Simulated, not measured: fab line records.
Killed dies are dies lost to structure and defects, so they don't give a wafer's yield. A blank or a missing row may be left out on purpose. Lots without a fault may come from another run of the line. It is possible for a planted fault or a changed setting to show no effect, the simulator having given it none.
fab line records :: flow n5-finfet
[record]
  lots = 3
  wafers = 8
  last-day = 17
route steps=1938 shown FIN_SAQP@114 FIN_CUT@154 BEOL_M4@1111 PASSIVATION@1936
lots that met no fault: from a run of the same line without faults
start-h: start of the lot's first displayed wafer, in hours after the record's first day :: wait-h: hours elapsed since this lot's preceding step :: " same as the row above :: L1.1+2: several wafers, shown together as one row :: - either no value or no given start :: * or withheld: withheld :: < > ~ a bound
route shown NAME@n: a module of which the file shows steps, and the number in the route of the first :: usual: mean and standard deviation over wafers with no fault :: same: alike in all rows :: chamber/n: place in a boat :: sites: per-site readings :: _std_site: standard deviation across them :: _edge_site: the outer-site mean with the inner-site mean subtracted :: radius-mm: for every site, how far away it sits from the centre of the wafer :: mask NAME#n: copy n :: behind: the tool/chamber that last shaped the wafer :: hold: cause of the lot's hold/its duration in hours/its outcome :: device: the n, p or np transistor that did not switch :: end of line: at the end of the route, the tests of the same wafers :: a step with no rows: only its recipe :: killed: dies that structure and defects cost at the first sort, which is not the same as the wafer's yield :: map: a wafer's dies, x killed, . not, _ none there
set.NAME: the setting the step ran with; set.NAME@STEP: the setting that earlier step ran with :: model.NAME: the simulator's own value behind a step, which no gauge read
lots at selected steps of the route; one table per step, one row per wafer
services: a tool's chamber out of use, with start hour (start-h, from the record's first day; less than 0 if before it), hours out, and reason
[[steps]]
[step N5_FIN_SAQP_DESCUM_21]
[recipe]
  chemistry = O2
  time-s = 7.9
  source-power-w = 50
  bias-power-w = 20
  pressure-mtorr = 20
  rf-frequency-hz = 2.712e+07
  temp-c = 40
  resist = CAR-ArF
  o2-flow-sccm = 225
[step N5_FIN_SAQP_ETCH_51]
[recipe]
  chemistry = CF4
  target = SiARC
  target-depth-a = 455
  mask-material = CAR-ArF
  time-s = 75.8
  ion-energy-ev = 80
  pressure-mtorr = 40
  source-w = 545
  bias-w = 36
  Ar_flow_sccm = 100
  cf4-flow-sccm = 100
  ends = cleared
[step N5_FIN_SAQP_ETCH_52]
[recipe]
  chemistry = N2/H2
  target = SOC
  target-depth-a = 1000
  overetch-a = 200
  mask-material = SiARC
  temp-c = 40
  time-s = 150
  ion-energy-ev = 200
  pressure-mtorr = 30
  source-w = 840
  bias-w = 150
  n2-flow-sccm = 200
  h2-flow-sccm = 200
  ends = end-point
[step N5_FIN_SAQP_STRIP_53]
[recipe]
  chemistry = N2/H2
  temp-c = 40
  n2-flow-sccm = 200
  h2-flow-sccm = 200
  rf-frequency-hz = 6e+07
[step N5_FIN_SAQP_HM_OPEN_73]
[recipe]
  chemistry = CHF3/O2
  target = SiO2
  stop-on = a-Si
  target-depth-a = 120
  over-etch-frac = 1.8
  mask-material = SOC
  time-s = 16.8
  pressure-mtorr = 30
  source-w = 650
  bias-w = 170
  Ar_flow_sccm = 200
  CHF3_flow_sccm = 50
  O2_flow_sccm = 5
  ion-energy-ev = 200
  ends = end-point
[step N5_FIN_SAQP_STRIP_74]
[recipe]
  chemistry = CHF3/O2
  resist = SiARC
  rf-frequency-hz = 6e+07
[step N5_FIN_SAQP_MANDREL_ETCH_22]
[recipe]
  target-depth-a = 600
  chemistry = HBr/Cl2
  target = a-Si
  stop-on = SiNx
  bt-time-s = 10
  over-etch-frac = 0.5
  time-s = 30
  pressure-mtorr = 10
  icp-w = 800
  bias-w = 75
  HBr_flow_sccm = 150
  Cl2_flow_sccm = 80
  ends = end-point
[step N5_FIN_SAQP_STRIP_55]
[recipe]
  chemistry = N2/H2
  power-w = 500
  temp-c = 40
  pressure-mtorr = 50
  rf-frequency-hz = 6e+07
  overash-fraction = 0.3
  bias-power-w = 28
  h2-frac = 0.5
  n2-flow-sccm = 300
  h2-flow-sccm = 300
[step N5_FIN_SAQP_STRIP_23]
[recipe]
  chemistry = SPM
  time-s = 750
  temp-c = 130
  h2so4-h2o2-vol-ratio = 4
[step N5_FIN_SAQP_SRD_66]
[recipe]
  dry = ipa-marangoni
  time-s = 30
  temp-c = 23
  rinse-liquid = diw
[step N5_FIN_SAQP_RECESS_75]
[recipe]
  chemistry = HF/NH3
  target = SiO2
  target-depth-a = 144
  afs-cycles = 3
  temp-c = 30
  sublimation-temp-c = 180
  sublimation-time-s = 60
[step N5_FIN_SAQP_SPACER1_ALD_24]
[recipe]
  material = SiO2
  target-thk-a = 203
  temp-c = 300
  ald-precursor-family = BDEAS
  ald-co-reactant = O2-plasma
  pulse-time-s = 1
  purge-time-s = 2
  co-reactant-purge-time-s = 2
  ald-cycles = 218
  pressure-torr = 2
[usual]
  heater-power-w = 506/56
  precursor-pulse-height-rel = 0.998/0.02
  susceptor-temp-C = 300.00/0.19
lot.wafer: L863.1
tool: ald-sin-02
chamber: 1
start-h: 59.49
wait-h: 0.3
heater-power-w: 483
precursor-pulse-height-rel: 0.984
susceptor-temp-C: 300.02
model.SiO2_of_FIN_SAQP_SPACER1_ALD_24.thk-nm: 20.4

lot.wafer: L863.5
tool: ald-sin-02
chamber: 1
start-h: 59.49
wait-h: 0.3
heater-power-w: 483
precursor-pulse-height-rel: 0.987
susceptor-temp-C: 299.75
model.SiO2_of_FIN_SAQP_SPACER1_ALD_24.thk-nm: 20.4

lot.wafer: L863.6
tool: ald-sin-02
chamber: 0
start-h: 59.49
wait-h: 0.3
heater-power-w: 330
precursor-pulse-height-rel: 0.990
susceptor-temp-C: 273.28
model.SiO2_of_FIN_SAQP_SPACER1_ALD_24.thk-nm: 22.4

lot.wafer: L873.3
tool: ald-sin-03
chamber: 2
start-h: 123.35
wait-h: 0.1
heater-power-w: 550
precursor-pulse-height-rel: 0.984
susceptor-temp-C: 299.83
model.SiO2_of_FIN_SAQP_SPACER1_ALD_24.thk-nm: 20.2

lot.wafer: L873.4
tool: ald-sin-03
chamber: 3
start-h: 123.35
wait-h: 0.1
heater-power-w: 474
precursor-pulse-height-rel: 0.993
susceptor-temp-C: 300.42
model.SiO2_of_FIN_SAQP_SPACER1_ALD_24.thk-nm: 20.2

lot.wafer: L879.1
tool: ald-sin-02
chamber: 3
start-h: 155.90
wait-h: 0.4
heater-power-w: 450
precursor-pulse-height-rel: 1.006
susceptor-temp-C: 300.01
model.SiO2_of_FIN_SAQP_SPACER1_ALD_24.thk-nm: 20.6

lot.wafer: L879.4
tool: ald-sin-02
chamber: 0
start-h: 155.90
wait-h: 0.4
heater-power-w: 421
precursor-pulse-height-rel: 0.963
susceptor-temp-C: 300.25
model.SiO2_of_FIN_SAQP_SPACER1_ALD_24.thk-nm: 20.4

lot.wafer: L879.6
tool: ald-sin-02
chamber: 1
start-h: 155.90
wait-h: 0.4
heater-power-w: 488
precursor-pulse-height-rel: 1.003
susceptor-temp-C: 299.88
model.SiO2_of_FIN_SAQP_SPACER1_ALD_24.thk-nm: 20.2
[step N5_FIN_SAQP_SPACER1_ETCHBACK_25]
[recipe]
  chemistry = CHF3/O2
  mode = anisotropic-etchback
  target = SiO2
  target-depth-a = 244
  time-s = 12.2
  pressure-mtorr = 30
  source-w = 650
  bias-w = 170
  Ar_flow_sccm = 200
  CHF3_flow_sccm = 50
  O2_flow_sccm = 5
  ion-energy-ev = 200
[step N5_FIN_SAQP_MANDREL1_REMOVE_56]
[recipe]
  chemistry = HBr/Cl2/O2
  bt-time-s = 10
  target = a-Si
  stop-on = SiNx
  endpoint = OES-SiCl
  over-etch-frac = 1
  icp-w = 600
  bias-w = 22
  HBr_flow_sccm = 150
  Cl2_flow_sccm = 80
  O2_flow_sccm = 5
  pressure-mtorr = 10
[usual]
  drypump-motor-current-A = 5.6/0.41
  he-backside-leak-sccm = 2.71/0.23
  oes-product-au = 1.000/0.02
  throttle-valve-pct = 36.7/0.45
[same]
  bt-time-s = 10
lot.wafer: L863.1
tool: rie-si-05
chamber: 0
start-h: 60.30
wait-h: 0.1
drypump-motor-current-A: 6.4
he-backside-leak-sccm: 2.90
oes-product-au: 0.993
rf-hours-counter-h: 153
throttle-valve-pct: 37.3
model.FIN_SAQP.cd-nm: 20.2

lot.wafer: L863.5
tool: rie-si-05
chamber: 1
start-h: 60.30
wait-h: 0.1
drypump-motor-current-A: 6.0
he-backside-leak-sccm: 2.30
oes-product-au: 1.000
rf-hours-counter-h: -
throttle-valve-pct: 36.3
model.FIN_SAQP.cd-nm: 20.4

lot.wafer: L863.6
tool: rie-si-05
chamber: 0
start-h: 60.30
wait-h: 0.1
drypump-motor-current-A: 6.4
he-backside-leak-sccm: 2.86
oes-product-au: 0.991
rf-hours-counter-h: -
throttle-valve-pct: 37.3
model.FIN_SAQP.cd-nm: 22.4

lot.wafer: L873.3
tool: rie-si-06
chamber: 3
start-h: 124.15
wait-h: 0.1
drypump-motor-current-A: 5.6
he-backside-leak-sccm: 2.82
oes-product-au: 1.012
rf-hours-counter-h: 125
throttle-valve-pct: 35.9
model.FIN_SAQP.cd-nm: 20.2

lot.wafer: L873.4
tool: rie-si-06
chamber: 1
start-h: 124.15
wait-h: 0.1
drypump-motor-current-A: 5.5
he-backside-leak-sccm: 2.27
oes-product-au: 0.971
rf-hours-counter-h: 54
throttle-valve-pct: 37.1
model.FIN_SAQP.cd-nm: 20.2

lot.wafer: L879.1
tool: rie-si-06
chamber: 0
start-h: 156.71
wait-h: 0.1
drypump-motor-current-A: 5.0
he-backside-leak-sccm: 2.81
oes-product-au: 1.011
rf-hours-counter-h: 192
throttle-valve-pct: 36.9
model.FIN_SAQP.cd-nm: 20.2

lot.wafer: L879.4
tool: rie-si-06
chamber: 3
start-h: 156.71
wait-h: 0.1
drypump-motor-current-A: 5.6
he-backside-leak-sccm: 2.69
oes-product-au: 1.002
rf-hours-counter-h: 126
throttle-valve-pct: 35.9
model.FIN_SAQP.cd-nm: 20.2

lot.wafer: L879.6
tool: rie-si-06
chamber: 3
start-h: 156.71
wait-h: 0.1
drypump-motor-current-A: 5.6
he-backside-leak-sccm: 2.69
oes-product-au: 1.003
rf-hours-counter-h: -
throttle-valve-pct: 35.9
model.FIN_SAQP.cd-nm: 20.2
[step N5_FIN_SAQP_CD_MEAS_27]
[recipe]
  target-cd-nm = 20
  landing-energy-ev = 1000
  detector = se-inlens
  polarity = line
[usual]
  cd-nm = 20.37/0.23
lot.wafer: L863.1
tool: cd-sem-01
chamber: 0
start-h: 60.41
wait-h: 0.1
cd-nm: 20.22

lot.wafer: L863.5
tool: cd-sem-01
chamber: 0
start-h: 60.41
wait-h: 0.1
cd-nm: 20.73

lot.wafer: L863.6
tool: cd-sem-01
chamber: 0
start-h: 60.41
wait-h: 0.1
cd-nm: 22.32

lot.wafer: L873.3
tool: cd-sem-02
chamber: 0
start-h: 124.27
wait-h: 0.1
cd-nm: 20.22

lot.wafer: L873.4
tool: cd-sem-02
chamber: 0
start-h: 124.27
wait-h: 0.1
cd-nm: 20.31

lot.wafer: L879.1
tool: cd-sem-03
chamber: 0
start-h: 156.82
wait-h: 0.1
cd-nm: 20.39

lot.wafer: L879.4
tool: cd-sem-03
chamber: 0
start-h: 156.82
wait-h: 0.1
cd-nm: 20.60

lot.wafer: L879.6
tool: cd-sem-03
chamber: 0
start-h: 156.82
wait-h: 0.1
cd-nm: 20.35
[step N5_FIN_SAQP_ETCH_57]
[recipe]
  chemistry = CH3F/O2
  target = SiNx
  mask-material = SiO2
  target-depth-a = 325
  time-s = 46.4
  pressure-mtorr = 30
  source-w = 395
  bias-w = 73
  Ar_flow_sccm = 150
  CH3F_flow_sccm = 30
  O2_flow_sccm = 20
  ion-energy-ev = 120
  ends = cleared
[step N5_FIN_SAQP_ETCH_65]
[recipe]
  chemistry = CF4
  target = SiO2
  target-depth-a = 40
  ion-energy-ev = 350
  time-s = 4.4
  pressure-mtorr = 10
  icp-w = 800
  bias-w = 400
  cf4-flow-sccm = 80
[step N5_FIN_SAQP_MANDREL_ETCH_58]
[recipe]
  chemistry = HBr/Cl2
  target = a-Si
  target-depth-a = 450
  bt-time-s = 10
  stop-on = SiNx
  mask-material = SiO2
  over-etch-frac = 0.8
  time-s = 27
  pressure-mtorr = 10
  icp-w = 800
  bias-w = 75
  HBr_flow_sccm = 150
  Cl2_flow_sccm = 80
  ends = end-point
[step N5_FIN_SAQP_RECESS_63]
[recipe]
  chemistry = HF/NH3
  target = SiO2
  target-depth-a = 180
  afs-cycles = 3
  temp-c = 30
  sublimation-temp-c = 180
  sublimation-time-s = 60
[step N5_FIN_SAQP_COAT_68]
[recipe]
  resist = SOC
  temp-c = 250
  time-s = 60
  spin-rpm = 1500
  resist-thk-nm = 100
[step N5_FIN_SAQP_ETCH_69]
[recipe]
  chemistry = N2/H2
  target = SOC
  target-depth-a = 1500
  stop-on = SiNx
  ion-energy-ev = 100
  bias-w = 61
  pressure-mtorr = 30
  source-w = 850
  n2-flow-sccm = 200
  h2-flow-sccm = 200
[step N5_FIN_SAQP_ETCH_67]
[recipe]
  chemistry = CH3F/O2
  target = SiNx
  target-depth-a = 300
  mask-material = SOC
  pressure-mtorr = 30
  source-w = 395
  bias-w = 73
  Ar_flow_sccm = 150
  CH3F_flow_sccm = 30
  O2_flow_sccm = 20
  ion-energy-ev = 120
[step N5_FIN_SAQP_STRIP_70]
[recipe]
  chemistry = N2/H2
  power-w = 500
  temp-c = 40
  pressure-mtorr = 50
  rf-frequency-hz = 6e+07
  overash-fraction = 0.3
  bias-power-w = 28
  h2-frac = 0.5
  n2-flow-sccm = 300
  h2-flow-sccm = 300
[step N5_FIN_SAQP_RECESS_71]
[recipe]
  chemistry = HF/NH3
  target = SiO2
  target-depth-a = 30
  afs-cycles = 1
  temp-c = 30
  sublimation-temp-c = 180
  sublimation-time-s = 60
[step N5_FIN_SAQP_SPACER2_ALD_28]
[recipe]
  material = SiO2
  target-thk-a = 81
  temp-c = 300
  ald-precursor-family = BDEAS
  ald-co-reactant = O2-plasma
  pulse-time-s = 1
  purge-time-s = 2
  co-reactant-purge-time-s = 2
  pressure-torr = 2
[step N5_FIN_SAQP_SPACER2_ETCHBACK_29]
[recipe]
  chemistry = CHF3/O2
  mode = anisotropic-etchback
  target = SiO2
  target-depth-a = 122
  time-s = 6.1
  pressure-mtorr = 30
  source-w = 650
  bias-w = 170
  Ar_flow_sccm = 200
  CHF3_flow_sccm = 50
  O2_flow_sccm = 5
  ion-energy-ev = 200
[step N5_FIN_SAQP_MANDREL2_REMOVE_60]
[recipe]
  chemistry = HBr/Cl2/O2
  bt-time-s = 10
  target = a-Si
  stop-on = SiNx
  endpoint = OES-SiCl
  over-etch-frac = 1
  icp-w = 600
  bias-w = 22
  HBr_flow_sccm = 150
  Cl2_flow_sccm = 80
  O2_flow_sccm = 5
  pressure-mtorr = 10
[step N5_FIN_SAQP_HM_OPEN_33]
[recipe]
  chemistry = CH3F/O2
  target = SiNx
  mask-material = SiO2
  target-depth-a = 494
  time-s = 70.6
  pressure-mtorr = 30
  source-w = 395
  bias-w = 73
  Ar_flow_sccm = 150
  CH3F_flow_sccm = 30
  O2_flow_sccm = 20
  ion-energy-ev = 120
  ends = cleared
[step N5_FIN_SAQP_ETCH_34]
[recipe]
  chemistry = C4F6/O2
  target = SiO2
  target-depth-a = 450
  time-s = 15
  ion-energy-ev = 250
  pressure-mtorr = 30
  source-w = 345
  bias-w = 185
  Ar_flow_sccm = 300
  C4F6_flow_sccm = 10
  O2_flow_sccm = 10
  ends = cleared
[step N5_FIN_SAQP_STRIP_77]
[recipe]
  chemistry = N2/H2
  time-s = 90
  power-w = 100
  temp-c = 40
  pressure-mtorr = 100
  rf-frequency-hz = 6e+07
  bias-power-w = 3
  n2-flow-sccm = 300
  h2-flow-sccm = 300
[step N5_FIN_SAQP_ETCH_64]
[recipe]
  chemistry = CF4
  target = SiO2
  target-depth-a = 15
  ion-energy-ev = 350
  pressure-mtorr = 10
  icp-w = 800
  bias-w = 400
  cf4-flow-sccm = 80
[step N5_FIN_SAQP_FIN_ETCH_36]
[recipe]
  chemistry = HBr/Cl2/O2
  target-depth-a = 1200
  mask-material = SiNx
  time-s = 50.4
  bias-w = 102
  pressure-mtorr = 10
  icp-w = 800
  HBr_flow_sccm = 150
  Cl2_flow_sccm = 80
  O2_flow_sccm = 12
[step N5_FIN_SAQP_PRECLEAN_38]
[recipe]
  chemistry = O3/DIW
  time-s = 45
  temp-c = 22
  o3-ppm = 10
[step N5_FIN_SAQP_PRECLEAN_45]
[recipe]
  chemistry = dHF
  time-s = 10
  dilution = 500:1
  temp-c = 25
[step N5_FIN_SAQP_SRD_39]
[recipe]
  dry = ipa-marangoni
  time-s = 30
  temp-c = 23
  rinse-liquid = diw
[step N5_FIN_CUT_COAT_18]
[recipe]
  resist = SOC
  temp-c = 250
  time-s = 60
  spin-rpm = 1500
  resist-thk-nm = 230
[step N5_BEOL_M4_RC_MEAS_101]
[usual]
  DIBL_N = 36.2/2.4
  DIBL_P = 36.2/2.6
  IOFF_N = 0.16/0.045
  IOFF_P = 0.21/0.046
  ION_N = 674/17
  ION_P = 463/11
  SS_N = 71.5/0.77
  SS_P = 73.1/0.76
  VT_N = 250/3.9
  VT_P = -250/3.9
lot.wafer: L863.1
tool: prober-02
chamber: 0
start-h: 238.57
wait-h: 0.0
DIBL_N[mV/V]: 34.8
DIBL_P[mV/V]: 33.0
IOFF_N[nA/um]: 0.12
IOFF_P[nA/um]: 0.14
ION_N[uA/um]: 654
ION_P[uA/um]: 442
SS_N[mV/dec]: 71.3
SS_P[mV/dec]: 71.8
VT_N[mV]: 258
VT_P[mV]: -256

lot.wafer: L863.5
tool: prober-02
chamber: 0
start-h: 238.57
wait-h: 0.0
DIBL_N[mV/V]: 38.3
DIBL_P[mV/V]: 39.3
IOFF_N[nA/um]: 0.19
IOFF_P[nA/um]: 0.22
ION_N[uA/um]: 676
ION_P[uA/um]: 456
SS_N[mV/dec]: 72.2
SS_P[mV/dec]: 74.0
VT_N[mV]: 248
VT_P[mV]: -253

lot.wafer: L863.6
tool: prober-02
chamber: 0
start-h: 238.57
wait-h: 0.0
DIBL_N[mV/V]: 37.9
DIBL_P[mV/V]: 38.0
IOFF_N[nA/um]: 0.20
IOFF_P[nA/um]: 0.22
ION_N[uA/um]: 690
ION_P[uA/um]: 469
SS_N[mV/dec]: 71.7
SS_P[mV/dec]: 73.4
VT_N[mV]: 247
VT_P[mV]: -249

lot.wafer: L873.3
tool: prober-02
chamber: 0
start-h: 259.50
wait-h: 0.3
DIBL_N[mV/V]: 36.7
DIBL_P[mV/V]: 33.9
IOFF_N[nA/um]: 0.14
IOFF_P[nA/um]: 0.20
ION_N[uA/um]: 637
ION_P[uA/um]: 439
SS_N[mV/dec]: 71.9
SS_P[mV/dec]: 73.2
VT_N[mV]: 254
VT_P[mV]: -251

lot.wafer: L873.4
tool: prober-02
chamber: 0
start-h: 259.50
wait-h: 0.3
DIBL_N[mV/V]: 36.6
DIBL_P[mV/V]: 34.1
IOFF_N[nA/um]: 0.14
IOFF_P[nA/um]: 0.20
ION_N[uA/um]: 655
ION_P[uA/um]: 452
SS_N[mV/dec]: 71.7
SS_P[mV/dec]: 73.2
VT_N[mV]: 251
VT_P[mV]: -250

lot.wafer: L879.1
tool: prober-02
chamber: 0
start-h: 309.30
wait-h: 0.0
DIBL_N[mV/V]: 35.2
DIBL_P[mV/V]: 35.1
IOFF_N[nA/um]: 0.15
IOFF_P[nA/um]: 0.21
ION_N[uA/um]: 679
ION_P[uA/um]: 465
SS_N[mV/dec]: 72.0
SS_P[mV/dec]: 73.7
VT_N[mV]: 249
VT_P[mV]: -250

lot.wafer: L879.4
tool: prober-02
chamber: 0
start-h: 309.30
wait-h: 0.0
DIBL_N[mV/V]: 32.8
DIBL_P[mV/V]: 33.1
IOFF_N[nA/um]: 0.10
IOFF_P[nA/um]: 0.18
ION_N[uA/um]: 656
ION_P[uA/um]: 462
SS_N[mV/dec]: 71.3
SS_P[mV/dec]: 72.2
VT_N[mV]: 255
VT_P[mV]: -251

lot.wafer: L879.6
tool: prober-02
chamber: 0
start-h: 309.30
wait-h: 0.0
DIBL_N[mV/V]: 33.7
DIBL_P[mV/V]: 34.3
IOFF_N[nA/um]: 0.12
IOFF_P[nA/um]: 0.20
ION_N[uA/um]: 656
ION_P[uA/um]: 460
SS_N[mV/dec]: 71.1
SS_P[mV/dec]: 72.1
VT_N[mV]: 253
VT_P[mV]: -251
[step N5_PASSIVATION_PROBE_49]
[usual]
  defect-limited-yield = 91.2/1.4
  killed_at_M0_to_M3 = 33/9.5
  killed_at_M4_up = 13/4.7
  killed-at-contacts = 11/5.3
  killed-at-front-end = 42/12
  killed-at-other = 5/3.3
  killed-dies = 104/17
  killed-open = 67/12
  killed-short = 33/7.7
  sort_bin_5_function = 5.1/0.94
  sort_bin_6_memory = 3.3/0.67
  sort_bin_8_speed = 0.1/1.3
  sort-n-pass = 1074/24
  sort-yield-pct = 91.1/2
[same]
  gross-dies = 1180
  killed-at-back-side = 0
  sort_bin_4_leakage[%] = 0
lot.wafer: L863.6
tool: prober-01
chamber: -
start-h: 366.90
wait-h: 0.3
defect-limited-yield[%]: 78.3
killed_at_M0_to_M3: 43
killed_at_M4_up: 15
killed-at-contacts: 8
killed-at-front-end: 178
killed-at-other: 12
killed-dies: 256
killed-open: 70
killed-short: 25
sort_bin_5_function[%]: 17.5
sort_bin_6_memory[%]: 3.7
sort_bin_8_speed[%]: 0
sort-n-pass: 924
sort-yield-pct[%]: 78.3

lot.wafer: L873.3
tool: prober-02
chamber: -
start-h: 391.90
wait-h: 0.1
defect-limited-yield[%]: 91.8
killed_at_M0_to_M3: 33
killed_at_M4_up: 8
killed-at-contacts: 2
killed-at-front-end: 52
killed-at-other: 2
killed-dies: 97
killed-open: 69
killed-short: 27
sort_bin_5_function[%]: 4.6
sort_bin_6_memory[%]: 2.9
sort_bin_8_speed[%]: 0.9
sort-n-pass: 1072
sort-yield-pct[%]: 90.8

lot.wafer: L873.4
tool: prober-02
chamber: -
start-h: 391.95
wait-h: 0.2
defect-limited-yield[%]: 90.3
killed_at_M0_to_M3: 29
killed_at_M4_up: 7
killed-at-contacts: 10
killed-at-front-end: 63
killed-at-other: 5
killed-dies: 114
killed-open: 77
killed-short: 37
sort_bin_5_function[%]: 6.0
sort_bin_6_memory[%]: 3.4
sort_bin_8_speed[%]: 0
sort-n-pass: 1066
sort-yield-pct[%]: 90.3

lot.wafer: L879.1
tool: prober-01
chamber: -
start-h: 419.00
wait-h: 0.0
defect-limited-yield[%]: 91.7
killed_at_M0_to_M3: 24
killed_at_M4_up: 14
killed-at-contacts: 17
killed-at-front-end: 34
killed-at-other: 9
killed-dies: 98
killed-open: 63
killed-short: 34
sort_bin_5_function[%]: 4.9
sort_bin_6_memory[%]: 3.2
sort_bin_8_speed[%]: 0
sort-n-pass: 1082
sort-yield-pct[%]: 91.7

lot.wafer: L879.4
tool: prober-01
chamber: -
start-h: 419.15
wait-h: 0.2
defect-limited-yield[%]: 89.7
killed_at_M0_to_M3: 17
killed_at_M4_up: 12
killed-at-contacts: 14
killed-at-front-end: 68
killed-at-other: 10
killed-dies: 121
killed-open: 88
killed-short: 33
sort_bin_5_function[%]: 5.8
sort_bin_6_memory[%]: 3.9
sort_bin_8_speed[%]: 0
sort-n-pass: 1059
sort-yield-pct[%]: 89.7

lot.wafer: L879.6
tool: prober-01
chamber: -
start-h: 419.25
wait-h: 0.3
defect-limited-yield[%]: 90.8
killed_at_M0_to_M3: 39
killed_at_M4_up: 4
killed-at-contacts: 21
killed-at-front-end: 39
killed-at-other: 6
killed-dies: 109
killed-open: 65
killed-short: 42
sort_bin_5_function[%]: 6.0
sort_bin_6_memory[%]: 2.9
sort_bin_8_speed[%]: 0
sort-n-pass: 1071
sort-yield-pct[%]: 90.8
// killed by level:class
L863.6 FIN_SAQP:area-ald=150 PASSIVATION:area-etch=11 BEOL_M2:geometric-particle:open=10 BEOL_M3:geometric-particle:open=9 BEOL_M0_SAQP:geometric-particle:open=8 BEOL_M0_SAQP:geometric-particle:short=8 BEOL_M5:geometric-particle:open=7 MOL_CONTACT_COAG:geometric-particle:open=5
L873.3 FIN_SAQP:geometric-particle:open=14 STI_FIN_REVEAL:geometric-particle:open=13 BEOL_M3:geometric-particle:open=10 FIN_SAQP:geometric-particle:short=6 BEOL_M2:geometric-particle:open=6 BEOL_M1:geometric-particle:open=5 STI_FIN_REVEAL:geometric-particle:short=4 BEOL_M0_SAQP:geometric-particle:open=4
L873.4 FIN_SAQP:geometric-particle:open=13 STI_FIN_REVEAL:geometric-particle:open=13 FIN_SAQP:geometric-particle:short=12 BEOL_M2:geometric-particle:open=12 MOL_CONTACT_COAG:geometric-particle:open=8 BEOL_M1:geometric-particle:open=7 GATE_CUT:geometric-particle:open=6 STI_FIN_REVEAL:geometric-particle:short=5
L879.1 MOL_CONTACT_COAG:geometric-particle:open=14 FIN_SAQP:geometric-particle:short=9 STI_FIN_REVEAL:geometric-particle:open=8 BEOL_M4:geometric-particle:open=7 DUMMY_GATE:geometric-particle:open=5 BEOL_M0_SAQP:geometric-particle:open=5 BEOL_M0_SAQP:geometric-particle:short=4 BEOL_M2:geometric-particle:open=4
L879.4 STI_FIN_REVEAL:geometric-particle:open=27 FIN_SAQP:geometric-particle:open=12 MOL_CONTACT_COAG:geometric-particle:open=12 FIN_SAQP:geometric-particle:short=7 BEOL_M0_SAQP:geometric-particle:open=6 STI_FIN_REVEAL:geometric-particle:short=5 MIM_TOP:geometric-particle:open=5 BEOL_M0_SAQP:geometric-particle:short=5
L879.6 MOL_CONTACT_COAG:geometric-particle:open=19 BEOL_M0_SAQP:geometric-particle:short=19 BEOL_M0_SAQP:geometric-particle:open=12 STI_FIN_REVEAL:geometric-particle:open=8 FIN_SAQP:geometric-particle:open=6 BEOL_M3:geometric-particle:open=5 STARTING-WAFER:geometric-particle:short=5 FIN_SAQP:geometric-particle:short=4
// map L863.6 (x killed, . not)
_________________...x........________________
______________.....xx..........._____________
___________x....x..........x.......__________
__________......x..........x........_________
________.....x......x................._______
_______.....x....x..x.x......x.........______
______........x.x...x.................x._____
_____.......x...........x..xx............____
____.......x........xx.....x..............___
___.....x................x.....x......x....__
___............x.x...x.x....xx.xx.x........__
__.....xx....x....x.xx.xx..xxx.............._
__.........x...x.xxx.xx.xx....x.xx...x......_
_x.....x..x....xxxx.xx.xx.xx.x.x......x......
_.x.........x.......xxxxx.x..xxx.x.........x.
_.....x....xx..xxxxxx.xxxx.xxxx.x...........x
_.........x.x....xxxx.xxxx.x.xx..x.......xx.x
_...x.........x...xxx.xxxxx.x.xx.......x.xxx.
_...........xx.x...xxx.xxxxxxx.x...x.........
_............xxx...xxxxxxxx..xxxxx..x.....x..
_.x...........xxx...xx.xxx.xxx.x.x....x.....x
__................x..xxx.x................x._
__.................x.x.xxxxx....x.......x..._
___.x.........x..x....xxx..x...x........x..__
___......x.........x.x.x.xx.........x......__
____..x..x...............................x___
_____.x.......x.x.......x...x...x...x....____
______..x......x.x....x....x............_____
_______..............x.............x...______
________x........x.......xx.x........._______
__________................x....xx..._________
___________.x.........x.........x..__________
______________................x._____________
_________________.........x..________________
// map L879.4 (x killed, . not)
_________________.........x..________________
______________..........x...x..._____________
___________...........x..x.....x...__________
__________...x..x..x....x..........._________
________...x........x................._______
_______.xx......x..............x.......______
______....x.....xx......x...x..........x_____
_____.............x.x.x...x..............____
____.x.x.......x.........x.....x..........___
___..x......x.........x...........x.......x__
___.......x.............................x..__
__.......xx.x..............................._
__...x.....................................x_
_.x........................xx.........x.x....
_............................xx.x...........x
_..x.x................x.xx...........x...x...
_.xx...x.....x........x......xx........x...x.
_...................x.....x...........x......
_.x.................xx.............x.........
_x.x.....................x..................x
_........................x...............x...
__........x..............x..x..............x_
__...........x.....x.....................x.._
___.....................................x..__
___...x.........x..................x.......__
____.............x..x...................x.___
_____.x..x..........x..x..............x.x____
______.x....x.....x...................x._____
_______..x.....x..x....x.x.........x...______
________.........x..xx...............x_______
__________..............x........xx._________
___________........................__________
______________x.x..............._____________
_________________...x........________________
[[services]]
tool: ald-sin-02
chamber: 3
start-h: 56.29
hours: 1.7
kind: repair

tool: ald-sin-03
chamber: -
start-h: 56.38
hours: 1.0
kind: repair

tool: rie-si-06
chamber: -
start-h: 127.21
hours: 2.8
kind: pm

tool: rie-si-06
chamber: 3
start-h: 130.57
hours: 2.3
kind: repair
[[key]]
[first-sign]
  step = N5_FIN_SAQP_SPACER1_ALD_24
  reading = susceptor-temp-C
  direction = down
  sigmas = 99+
  usual = *
  struck = *
[effect]
  step = N5_FIN_SAQP_CD_MEAS_27
  reading = cd-nm
  direction = up
  sigmas = 8.6
  usual = 20.37
  struck = 22.32
[effect]
  step = N5_PASSIVATION_PROBE_49
  reading = sort_bin_5_function
  direction = up
  sigmas = 13
  usual = 5.1
  struck = 17.5
[model-effect]
  step = N5_FIN_SAQP_SPACER1_ALD_24
  value = SiO2_of_FIN_SAQP_SPACER1_ALD_24.thk-nm
  without = 20.4
  struck = 22.4
[model-effect]
  step = N5_FIN_SAQP_MANDREL1_REMOVE_56
  value = FIN_SAQP.cd-nm
  without = 20.4
  struck = 22.4
[more-kills-born-at]
  N5_FIN_SAQP_SPACER1_ALD_24@ald-sin-02 = 150
met-at N5_FIN_SAQP_SPACER1_ALD_24
struck-wafers L863.6
[baseline-loss]
  step = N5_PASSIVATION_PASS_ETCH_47
  wafers = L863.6
[fault]
  kind = process-parameter-drift
  tool = ald-sin-02
  chamber = 0
  onset-h = 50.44
  steps = N5_FIN_SAQP_SPACER1_ALD_24
  channel = temp-c
  offset = *
  shape = step
  end-h = 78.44
  acts-in = *
  stated = *
// baseline-loss: these wafers lose ten dies or more at that step, a loss of the line's own and not of a fault; the sort's usual values leave them out
